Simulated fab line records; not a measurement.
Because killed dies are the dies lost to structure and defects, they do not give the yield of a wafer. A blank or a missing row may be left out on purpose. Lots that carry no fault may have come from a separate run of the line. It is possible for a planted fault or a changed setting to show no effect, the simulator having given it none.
fab line records | flow nandHarc
[record] lots = 5 wafers = 15 lastDay = 33
route steps=1302 shown A_STAIRCASE@844 END@1302
lots with no fault: from the same line, run without faults
startH: the number of hours between the record's first day and the start of the first shown wafer of the lot | waitH: hours from the lot's prior step to this one | " as in the row above | L1.1+2: several wafers, shown together as one row | - either no value or no given start | * or withheld: withheld | < > ~ a bound
route shown NAME@n: a module of which the file shows steps, and the number in the route of the first | usual: average and standard deviation across the fault-free wafers | same: alike in all rows | chamber/n: place in a boat | sites: the reading at each site | _std_site: how widely they spread, as a standard deviation | _edge_site: the outer-site mean with the inner-site mean subtracted | radiusMm: for every site, how far away it sits from the centre of the wafer | mask NAME#n: copy n | behind: the last tool/chamber to shape the wafer | hold: reason for holding the lot/hours on hold/outcome of the hold | device: transistor that didn't switch, given as n, p or np | end of line: tests run on the same wafers once the route is complete | a step with no rows: only its recipe | killed: at the first sort, the dies lost to defects and structure; wafer yield is something else | map: per-die view of a wafer (x killed, . not killed, _ where there is no die)
set.NAME: the setting as run; set.NAME@STEP: as run at that earlier step | model.NAME: the simulator's own value behind a step, which no gauge read
lots seen at some steps along the route; tables by step, rows by wafer
services: when a tool's chamber went out of use (startH, in hours from the record's first day, below 0 if earlier), for how many hours, and the reason
[[steps]]
[step NHARC_A_STAIRCASE_DEP_417]
[recipe] targetThkA = 600 stepCoveragePct = 20 tempC = 400 targetThkNm = 60 flowSccm = 200 rfW = 450 material = Si3N4
[step NHARC_A_STAIRCASE_WET_418]
[recipe] tempC = 160 targetDepthA = 200 chemistry = H3PO4
[step NHARC_A_STAIRCASE_PRECLEAN_419]
[recipe] timeS = * tempC = 50 bathAgeMin = 0 chemistry = SC1
[step NHARC_A_STAIRCASE_SRD_421]
[step NHARC_A_STAIRCASE_ALD_420]
[recipe] targetThkA = 200 pulseTimeS = 6 aldCycles = 200 tempC = 300 material = SiO2
[step NHARC_A_STAIRCASE_CVD_552]
[recipe] targetThkA = 400 tempC = 700 pressureMtorr = 300 material = SiNx
[step NHARC_A_STAIRCASE_DEP_151]
[recipe] targetThkA = 72000 tempC = 400 targetThkNm = 7200 teosFlowSccm = 200 rfW = 500 material = SiO2
[step NHARC_A_STAIRCASE_ANNEAL_320]
[recipe] tempC = 750 timeS = 1800
[step NHARC_A_STAIRCASE_DEP_322]
[recipe] targetThkA = 72000 tempC = 400 targetThkNm = 7200 teosFlowSccm = 200 rfW = 500 material = SiO2
[step NHARC_A_STAIRCASE_ANNEAL_323]
[recipe] tempC = 750 timeS = 1800
[step NHARC_A_STAIRCASE_DEP_325]
[recipe] targetThkA = 72000 tempC = 400 targetThkNm = 7200 teosFlowSccm = 200 rfW = 500 material = SiO2
[usual] heaterPowerW = 616/70
// columns lot.wafer tool chamber startH waitH heaterPowerW
L285.1 pecvd-03 0 417.34 0.2 774
L285.2 " 1 " " 602
L285.5 " 0 " " 664
L287.3 pecvd-03 0 428.05 0.1 756
L287.2 " 1 " " 582
L287.1 " 2 " " 616
L289.1 pecvd-01 2 454.67 0.1 683
L289.3 " 1 " " 602
L289.5 " 1 " " 525
L297.2 pecvd-03 0 526.85 0.2 790
L297.1 " 1 " " 555
L297.5 " 1 " " 562
L306.3 pecvd-03 0 628.83 0.1 698
L306.4 " 1 " " 575
L306.5 " 2 " " 584
[step NHARC_A_STAIRCASE_ANNEAL_326]
[recipe] tempC = 750 timeS = 1800
[step NHARC_A_STAIRCASE_DEHYDRATE_433]
[recipe] tempC = 150 timeS = 120
[step NHARC_A_STAIRCASE_HMDS_434]
[recipe] timeS = 30
[step NHARC_A_STAIRCASE_COAT_435]
[recipe] spinRpm = 1200
[step NHARC_A_STAIRCASE_SOFTBAKE_436]
[recipe] tempC = 135 timeS = 170
[step NHARC_A_STAIRCASE_EBR_437]
[step NHARC_A_STAIRCASE_EXPOSE_438]
[recipe] na = 0.5 doseMj = 28.97 maskId = STAIR_REV
[step NHARC_A_STAIRCASE_PEB_439]
[recipe] pebTempC = 115 pebTimeS = 130
[step NHARC_A_STAIRCASE_DEVELOP_440]
[recipe] timeS = 140
[step NHARC_A_STAIRCASE_HARDBAKE_442]
[recipe] tempC = 120 timeS = 140
[step NHARC_A_STAIRCASE_DESCUM_443]
[recipe] timeS = 3 o2FlowSccm = 200 arFlowSccm = 0 biasPowerW = 0 chemistry = O2
[step NHARC_A_STAIRCASE_ETCH_444]
[recipe] targetDepthA = 2.04e+05 timeS = 6800 c4f8FlowSccm = 20 o2FlowSccm = 10 arFlowSccm = withheld rfW = 600 biasW = 1000 chemistry = C4F8/O2
[step NHARC_A_STAIRCASE_STRIP_446]
[recipe] powerW = 1500 tempC = 250 chemistry = O2
[usual] drypumpMotorCurrentA = 5.5/0.3 heaterPowerW = 341/19
// columns lot.wafer tool chamber startH waitH drypumpMotorCurrentA heaterPowerW rfHoursCounterH
L285.2 plasmaAsher-01 0 430.29 0.0 5.3 350 16
L285.1 " 1 " " 5.1 346 16
L285.5 " 1 " " 5.1 341 -
L287.1 plasmaAsher-01 1 443.49 0.0 5.1 335 20
L287.2 " 0 " " 5.3 349 20
L287.3 " 1 " " 5.1 341 -
L289.1 plasmaAsher-02 1 468.09 0.1 5.8 333 7
L289.3 " 1 " " 5.8 338 -
L289.5 " 0 " " 5.8 311 -
L297.2 plasmaAsher-01 1 539.53 0.0 5.1 349 2
L297.1 " 0 " " 5.3 376 2
L297.5 " 0 " " 5.3 384 -
L306.4 plasmaAsher-02 1 641.51 0.3 5.8 330 -
L306.3 " 0 " " 5.8 327 -
L306.5 " 1 " " 5.8 332 -
[step NHARC_A_STAIRCASE_STRIP_447]
[recipe] timeS = 900 tempC = 130 chemistry = SPM
[step NHARC_A_STAIRCASE_PRECLEAN_448]
[recipe] timeS = * tempC = 50 bathAgeMin = 0 chemistry = SC1
[step NHARC_A_STAIRCASE_SRD_449]
[step NHARC_A_STAIRCASE_CMP_450]
[recipe] targetThkNm = 200 material = SiO2
[usual] motorCurrentA = 12.1/0.83 retainingRingPressureFrac = 1.000/0.0047 slurryFilterDpKPa = 13.51/0.14
// columns lot.wafer tool chamber startH waitH motorCurrentA retainingRingPressureFrac slurryFilterDpKPa
L285.1 cmp-04 0 431.11 - 10.9 0.993 13.63
L285.2 " 1 " " 11.9 0.992 13.63
L285.5 " 3 " " 12.5 0.998 13.52
L287.3 cmp-04 0 444.28 - 11.2 0.996 13.66
L287.2 " 2 " " 10.9 0.997 13.49
L287.1 " 3 " " 13.6 1.004 13.68
L289.3 cmp-02 1 468.85 - 12.2 0.994 13.66
L289.1 " 2 " " 11.6 1.002 13.27
L289.5 " 1 " " 12.1 0.996 13.27
L297.2 cmp-01 2 540.34 - 13.0 0.990 13.60
L297.1 " 1 " " 13.2 1.001 13.48
L297.5 " 3 " " 10.4 0.999 13.71
L306.3 cmp-04 1 642.23 - 12.0 1.001 13.52
L306.4 " 3 " " 12.9 1.001 13.43
L306.5 " 0 " " 12.0 1.002 13.59
[step NHARC_A_STAIRCASE_CMP_152]
[usual] motorCurrentA = 12.1/0.85 retainingRingPressureFrac = 1.000/0.0053 slurryFilterDpKPa = 13.49/0.14
// columns lot.wafer tool chamber startH waitH motorCurrentA retainingRingPressureFrac slurryFilterDpKPa
L285.1 cmp-04 0 431.19 0.1 11.1 0.996 13.37
L285.2 " 1 " " 11.5 0.995 13.56
L285.5 " 3 " " 12.9 0.999 13.35
L287.3 cmp-04 0 444.36 0.1 11.3 0.997 13.38
L287.2 " 2 " " 11.4 0.998 13.64
L287.1 " 3 " " 12.7 1.004 13.39
L289.3 cmp-02 1 468.93 0.1 11.9 0.998 13.62
L289.1 " 2 " " 12.3 1.002 13.55
L289.5 " 1 " " 12.0 0.995 13.56
L297.2 cmp-01 2 540.41 0.1 12.8 1.003 13.65
L297.1 " 1 " " 12.4 1.005 13.39
L297.5 " 3 " " 10.7 1.003 13.52
L306.3 cmp-04 1 642.30 0.1 11.3 0.999 13.73
L306.4 " 3 " " 13.2 0.998 13.75
L306.5 " 0 " " 11.9 1.003 13.46
[step NHARC_A_STAIRCASE_SRD_154]
[step NHARC_A_STAIRCASE_ETCH_403]
[recipe] targetDepthA = 1082 chemistry = dHF material = SiO2
[step NHARC_A_STAIRCASE_ETCHBACK_422]
[recipe] targetDepthA = 400 overEtchFrac = 0.3 timeS = 74.286 ionEnergyEv = 120 ch3fFlowSccm = 50 o2FlowSccm = 30 arFlowSccm = 200 rfW = 500 biasW = 100 chemistry = CH3F/O2
[usual] chamberPressureMTorr = 24.998/0.023 drypumpMotorCurrentA = 5.6/0.32 mfcArSccm = 200.1/0.6 oesProductAu = 0.95/0.035 rfVppV = 244.5/1.5 showerheadPlenumPTorr = 2.47/0.093 throttleValvePct = 20.662/0.0084
// columns lot.wafer tool chamber startH waitH chamberPressureMTorr drypumpMotorCurrentA mfcArSccm oesProductAu rfHoursCounterH rfVppV showerheadPlenumPTorr throttleValvePct
L285.2 rieDiel-04 2 431.64 0.1 24.989 5.8 199.8 1.00 19 246.8 2.61 20.658
L285.1 " 0 " " 24.990 5.8 200.3 1.00 22 244.2 2.46 20.673
L285.5 " 2 " " 25.022 5.8 200.4 0.99 - 245.6 2.61 20.650
L287.3 rieDiel-04 2 444.83 0.1 24.960 5.8 200.0 0.94 22 246.6 2.61 20.657
L287.1 " 3 " " 25.006 5.3 200.4 0.93 23 245.8 2.53 20.673
L287.2 " 0 " " 24.969 5.8 199.4 0.92 24 244.5 2.45 20.668
L289.1 rieDiel-04 2 469.41 0.2 24.995 5.8 198.9 0.93 31 246.3 2.61 20.666
L289.3 " 3 " " 24.987 5.3 200.1 0.93 31 246.3 2.52 20.651
L289.5 " 0 " " 25.022 5.8 200.7 0.90 - 245.2 2.45 20.672
L297.2 rieDiel-08 2 540.87 0.1 24.955 5.5 200.9 0.97 55 243.1 2.34 20.664
L297.1 " 0 " " 24.984 5.3 200.3 0.96 56 245.7 2.59 20.659
L297.5 " 3 " " 25.035 5.7 199.4 0.96 - 242.8 2.38 20.667
L306.4 rieDiel-07 1 642.77 0.1 24.994 5.5 199.4 0.98 54 242.8 2.39 20.646
L306.3 " 3 " " 25.010 6.0 199.7 1.00 57 246.7 2.47 20.658
L306.5 " 1 " " 24.999 5.5 199.5 0.98 - 243.9 2.39 20.667
[step NHARC_A_STAIRCASE_ETCH_423]
[recipe] targetDepthA = 300 chemistry = dHF material = SiO2
[step NHARC_A_STAIRCASE_ETCHBACK_157]
[recipe] targetDepthA = 900 overEtchFrac = 0.3 timeS = 167.14 ionEnergyEv = 120 ch3fFlowSccm = 50 o2FlowSccm = 30 arFlowSccm = 200 rfW = 500 biasW = 100 chemistry = CH3F/O2
[step NHARC_A_STAIRCASE_STRIP_475]
[recipe] timeS = 20 o2FlowSccm = 500 arFlowSccm = 0 biasW = 0 chemistry = O2
[step NHARC_A_STAIRCASE_DEP_471]
[recipe] targetThkA = 1000 tempC = 400 pressureTorr = 6.5 rfW = 900 teosFlowSccm = 161.4 flowSccm = 2650 targetThkNm = 100 gas = O2 material = SiO2
[usual] heaterPowerW = 507/68 throttleValvePct = 16.2/0.46
// columns lot.wafer tool chamber startH waitH heaterPowerW throttleValvePct
L285.1 pecvd-01 1 432.26 - 388 15.8
L285.2 " 2 " " 546 16.8
L285.5 " 0 " " 366 16.7
L287.2 pecvd-02 2 445.47 - 648 15.8
L287.1 " 0 " " 455 16.7
L287.3 " 1 " " 496 15.7
L289.1 pecvd-01 0 470.02 - 502 16.6
L289.3 " 2 " " 463 16.8
L289.5 " 0 " " 506 16.5
L297.1 pecvd-03 1 541.54 - 504 16.2
L297.2 " 2 " " 514 15.4
L297.5 " 0 " " 655 16.0
L306.3 pecvd-01 1 643.43 - 405 15.9
L306.4 " 1 " " 420 16.2
L306.5 " 2 " " 460 16.5
[step NHARC_END_SORT_01]
[recipe] tempC = 25
[usual] killedAtArray = 60/21 killedAtOther = 1.0/1.2 killedAtPeriphery = 4.2/2.8 killedDies = 65/20 killedOpen = 3.1/1.8 killedShort = 2.6/1.6
[same] grossDies = 677
// columns lot.wafer tool chamber startH waitH killedAtArray killedAtOther killedAtPeriphery killedDies killedOpen killedShort
L287.1 prober-02 0 570.31 2.5 49 0 8 57 5 2
L287.2 prober-02 0 571.11 2.8 57 2 6 65 6 0
L287.3 prober-02 0 571.92 3.1 46 3 9 58 3 4
L289.1 prober-02 0 592.62 2.5 59 2 9 70 3 1
L289.3 prober-02 0 594.25 3.1 62 2 7 71 4 3
L289.5 prober-02 0 595.87 3.8 81 0 6 87 4 4
L297.1 prober-01 0 664.14 2.5 89 0 1 90 2 4
L297.2 prober-01 0 664.93 2.8 674 0 3 677 3 1
L297.5 prober-01 0 667.29 3.7 61 0 1 62 0 0
// killed by level:class
L287.1 A_CHANNEL_HOLE_D2:chamberFilmFlake=36 P_GATE:chamberFilmFlake=6 A_CONTACT:chamberFilmFlake=6 A_M0:geometricParticle:open=2 P_M0:geometricParticle:open=1 A_CHANNEL_FILL_D1:geometricParticle:short=1 A_DECK1_JOINT:geometricParticle:short=1 A_ONON_D2:geometricParticle:open=1
L287.2 A_CHANNEL_HOLE_D2:chamberFilmFlake=39 P_GATE:chamberFilmFlake=5 A_STAIRCASE:chamberFilmFlake=5 A_CONTACT:chamberFilmFlake=3 A_BLC:chamberFilmFlake=3 THIN_TSV:chamberFilmFlake=2 P_GATE:geometricParticle:open=1 A_ONON_D1:geometricParticle:open=1
L287.3 A_CHANNEL_HOLE_D2:chamberFilmFlake=28 P_GATE:chamberFilmFlake=8 A_CONTACT:chamberFilmFlake=5 THIN_TSV:chamberFilmFlake=3 A_CHANNEL_HOLE_D1:chamberFilmFlake=2 A_CHANNEL_FILL_D1:chamberFilmFlake=2 A_STAIRCASE:chamberFilmFlake=2 P_M2:geometricParticle:open=1
L289.1 A_CHANNEL_HOLE_D1:chamberFilmFlake=25 A_CHANNEL_HOLE_D2:chamberFilmFlake=23 P_GATE:chamberFilmFlake=8 A_CONTACT:chamberFilmFlake=3 A_STAIRCASE:chamberFilmFlake=2 THIN_TSV:chamberFilmFlake=2 A_SOURCE_PLATE:geometricParticle:open=1 A_CHANNEL_HOLE_D2:geometricParticle:short=1
L289.3 A_CHANNEL_HOLE_D1:chamberFilmFlake=28 A_CHANNEL_HOLE_D2:chamberFilmFlake=26 P_GATE:chamberFilmFlake=4 A_CONTACT:chamberFilmFlake=4 P_GATE:geometricParticle:short=1 P_M0:geometricParticle:open=1 P_M2:geometricParticle:short=1 A_DECK1_JOINT:geometricParticle:open=1
L289.5 A_CHANNEL_HOLE_D1:chamberFilmFlake=33 A_CHANNEL_HOLE_D2:chamberFilmFlake=32 A_CONTACT:chamberFilmFlake=7 P_GATE:chamberFilmFlake=4 A_STAIRCASE:chamberFilmFlake=2 P_CONTACT:geometricParticle:short=1 P_M0:geometricParticle:open=1 A_ONON_D1:geometricParticle:short=1
L297.1 A_CHANNEL_HOLE_D1:chamberFilmFlake=35 A_CHANNEL_HOLE_D2:chamberFilmFlake=26 A_STAIRCASE:chamberFilmFlake=7 A_M0:chamberFilmFlake=5 A_ZERO_WELL:chamberFilmFlake=4 A_CONTACT:chamberFilmFlake=3 A_DECK1_JOINT:chamberFilmFlake=2 A_CHANNEL_FILL_D2:chamberFilmFlake=2
L297.2 A_STAIRCASE:areaDep=614 A_CHANNEL_HOLE_D1:chamberFilmFlake=37 A_CHANNEL_HOLE_D2:chamberFilmFlake=9 A_ZERO_WELL:chamberFilmFlake=4 A_STAIRCASE:chamberFilmFlake=4 A_CONTACT:chamberFilmFlake=2 A_DECK1_JOINT:chamberFilmFlake=2 P_GATE:geometricParticle:open=1
L297.5 A_CHANNEL_HOLE_D1:chamberFilmFlake=35 A_CHANNEL_HOLE_D2:chamberFilmFlake=13 A_ZERO_WELL:chamberFilmFlake=2 A_CHANNEL_FILL_D1:chamberFilmFlake=2 A_DECK1_JOINT:chamberFilmFlake=2 A_STAIRCASE:chamberFilmFlake=2 A_CONTACT:chamberFilmFlake=2 P_ZERO_WELL:chamberFilmFlake=1
// map L297.2 (x killed, . not)
____________x____________
_________xxxxxxx_________
_______xxxxxxxxxxx_______
______xxxxxxxxxxxxx______
_____xxxxxxxxxxxxxxx_____
____xxxxxxxxxxxxxxxxx____
____xxxxxxxxxxxxxxxxx____
___xxxxxxxxxxxxxxxxxxx___
___xxxxxxxxxxxxxxxxxxx___
__xxxxxxxxxxxxxxxxxxxxx__
__xxxxxxxxxxxxxxxxxxxxx__
_xxxxxxxxxxxxxxxxxxxxxxx_
_xxxxxxxxxxxxxxxxxxxxxxx_
_xxxxxxxxxxxxxxxxxxxxxxx_
_xxxxxxxxxxxxxxxxxxxxxxx_
_xxxxxxxxxxxxxxxxxxxxxxx_
xxxxxxxxxxxxxxxxxxxxxxxxx
xxxxxxxxxxxxxxxxxxxxxxxxx
xxxxxxxxxxxxxxxxxxxxxxxxx
xxxxxxxxxxxxxxxxxxxxxxxxx
xxxxxxxxxxxxxxxxxxxxxxxxx
_xxxxxxxxxxxxxxxxxxxxxxx_
_xxxxxxxxxxxxxxxxxxxxxxx_
_xxxxxxxxxxxxxxxxxxxxxxx_
_xxxxxxxxxxxxxxxxxxxxxxx_
_xxxxxxxxxxxxxxxxxxxxxxx_
__xxxxxxxxxxxxxxxxxxxxx__
__xxxxxxxxxxxxxxxxxxxxx__
___xxxxxxxxxxxxxxxxxxx___
___xxxxxxxxxxxxxxxxxxx___
____xxxxxxxxxxxxxxxxx____
____xxxxxxxxxxxxxxxxx____
_____xxxxxxxxxxxxxxx_____
______xxxxxxxxxxxxx______
_______xxxxxxxxxxx_______
_________xxxxxxx_________
____________x____________
// map L285.2 (x killed, . not)
____________.____________
_________......._________
_______.x...x.x..._______
______...x...x..x..______
_____..xx...xxx.x..._____
____..xxx...x.xxxx...____
____..x.x..x.........____
___..xxx..xxxxxx.x....___
___.x.xx...xxxxxx.....___
__xx.xxxx..xxx.xx.xxx..__
__....xxx.x..xxxxx.....__
_x.xxxxxxx..xx.xxxx....._
_x...xxx..x..x..xxx.x..._
_...........x..x.x...x.._
_..xx.........xxxxx...x._
_......................._
....x...........x........
.........................
.................x.......
...................x.....
.........................
_......................x_
_......................._
_......................._
_......x................_
_............x.........._
__................x....__
__.....................__
___...................___
___...................___
____.................____
____.................____
_____..............x_____
______.............______
_______..........._______
_________......._________
____________.____________
[[services]]
// columns tool chamber startH hours kind
cmp-04 - 405.08 4.0 pm
cmp-02 - 420.78 1.4 repair
plasmaAsher-02 - 426.29 9.0 pm
cmp-02 - 428.71 4.0 pm
pecvd-01 - 459.76 1.4 repair
pecvd-01 - 478.88 1.2 repair
cmp-01 - 479.76 4.0 pm
pecvd-01 - 492.07 13.0 pm
cmp-04 - 503.08 4.0 pm
cmp-02 - 504.40 1.8 repair
cmp-04 - 511.53 0.6 repair
plasmaAsher-01 - 519.00 9.0 pm
plasmaAsher-02 - 519.02 5.1 repair
pecvd-03 - 521.54 1.5 repair
cmp-01 - 523.25 0.9 repair
cmp-02 - 526.38 6.8 repair
pecvd-01 2 530.74 6.2 repair
rieDiel-04 - 533.20 9.0 pm
pecvd-03 - 547.83 13.0 pm
rieDiel-04 2 556.72 1.8 repair
pecvd-01 1 572.70 4.7 repair
cmp-01 - 577.76 4.0 pm
cmp-04 - 601.08 4.0 pm
pecvd-01 0 605.57 3.9 repair
[[key]]
[firstSign] step = NHARC_END_SORT_01 reading = killedDies direction = up sigmas = 31 usual = 65 struck = 677
[effect] step = NHARC_END_SORT_01 reading = killedAtArray direction = up sigmas = 30 usual = 60 struck = 674
[moreKillsBornAt] NHARC_A_STAIRCASE_DEP_325@pecvd-03 = 614
metAt NHARC_A_STAIRCASE_DEP_325
struckWafers L297.2
laterRowsLeftOut L297.2
testerLeftOut L297
onsetBetween 428.05 526.85
[fault] kind = processParameterDrift tool = pecvd-03 chamber = - onsetH = 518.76 steps = NHARC_A_STAIRCASE_DEP_325 channel = targetThkA offset = * shape = step endH = 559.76 scope = struckWafersOnly actsIn = * stated = *
// testerLeftOut: of these lots the tester's yield and bins aren't shown, on N5 and GAA mostly nor the transistor test; their killed dies are dies lost to structure and defects alone, not to doping, threshold or leakage, so they don't give the yield
// laterRowsLeftOut: the simulator's readings of these wafers behind a module that went badly wrong aren't trusted and aren't shown, but for the sort
